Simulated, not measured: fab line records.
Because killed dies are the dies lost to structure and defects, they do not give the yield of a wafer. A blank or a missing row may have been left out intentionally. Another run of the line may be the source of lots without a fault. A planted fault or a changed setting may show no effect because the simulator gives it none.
Chamber matching -- flow n5-finfet -- 3 sister chambers for N5_BEOL_M9_CURE_72 on uv-cure-03
The step cures SiCOH lowk, time 120 s. 3 wafers are shown with their chamber, then 8 later ones without.

EACH WAFER AND ITS CHAMBER
wafer,chamber,lamp-power-pct (%)
L075.6,1,52.39
L091.6,0,52.30
L093.3,2,52.32

WAFERS WITH NO CHAMBER GIVEN
wafer,lamp-power-pct (%)
L093.5,52.37
L093.6,52.26
L094.1,52.30
L094.3,52.31
L094.5,52.27
L097.1,52.39
L097.2,52.34
L097.6,52.26

THE CHAMBER EACH PASSED THROUGH
wafer,from the rows above,in truth
L093.5,can't be placed: 1 or 2 or 0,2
L093.6,can't be placed: 0 or 2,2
L094.1,can't be placed: 0 or 2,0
L094.3,can't be placed: 2 or 0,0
L094.5,can't be placed: 0 or 2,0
L097.1,1,1
L097.2,can't be placed: 2 or 0 or 1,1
L097.6,can't be placed: 0 or 2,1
1 of 8 placed correctly. Unplaceable from these rows: 7, with the true chamber sitting among the candidates in 6. Number placed wrongly: 0.
How it was worked out, from the rows above alone: a wafer's distance from a chamber is the root of the sum, over the readings, of the square of ((its reading less the chamber's mean) divided by the reading's scatter). The wafer belongs to the nearest chamber; if the next one is less than 2 further off, it can't be placed. The mean given for a chamber averages the wafers shown for that chamber. The scatter: root of mean squared gap, hidden wafer to nearest shown wafer, with one shown wafer a chamber.
